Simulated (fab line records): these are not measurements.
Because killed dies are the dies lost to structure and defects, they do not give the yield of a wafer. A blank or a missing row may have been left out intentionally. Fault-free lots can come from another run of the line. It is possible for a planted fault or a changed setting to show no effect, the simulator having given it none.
Which of the tools did it? ; flow n5 finfet ; 32 wafers sampled from 11 lots at 1 step of a route of 1938

WHAT THE GAUGES READ, wafer by wafer
N5_BEOL_M1_OCD_MEAS_38.
lot;measured;on;trench depth nm (nm)
L613;day 6 04:38;ocd-02;55.1 54.6 55.9
L614;day 6 11:26;ocd-02;53.6 54.9 53.9
L615;day 6 18:56;ocd-02;55.5 54.2 56.1
L617;day 7 07:15;ocd-01;56.7 55.4 56.3
L620;day 8 02:48;ocd-01;55.4 54.2 55.0
L623;day 8 23:54;ocd-01;55.8 56.1 54.6
L624;day 9 04:19;ocd-01;55.2 55.5 55.8
L625;day 9 04:28;ocd-02;54.6 55.6
L631;day 11 05:31;ocd-02;55.3 55.8 54.8
L633;day 11 08:34;ocd-02;54.9 55.5 55.7
L634;day 11 14:12;ocd-01;54.1 55.2 54.8

TOOL THAT RAN EACH LOT (tool first, then ch and the chambers of the sampled wafers, then the start)
There is no process step in the record ahead of these readings.

THE ANSWER, worked out from the rows above alone
Rule: usual is defined by the lots themselves. The widest of any qualifying gaps counts: lots, ordered by their means at a reading, are off when they make up no more than a third of the lots, leave a main group of 4 or more, and stand apart from it by 3 or more times the standard deviation of that group's means. Not used: any main group whose means are identical at the precision the tables above print for the reading. Also off: a lot with no number at a reading for which 4 or more lots have one. The other lots that the step has rows for count as sound.
No lot is off on any of the readings shown, so nothing can be concluded from this.

WHAT THE SIMULATOR HAD PUT IN
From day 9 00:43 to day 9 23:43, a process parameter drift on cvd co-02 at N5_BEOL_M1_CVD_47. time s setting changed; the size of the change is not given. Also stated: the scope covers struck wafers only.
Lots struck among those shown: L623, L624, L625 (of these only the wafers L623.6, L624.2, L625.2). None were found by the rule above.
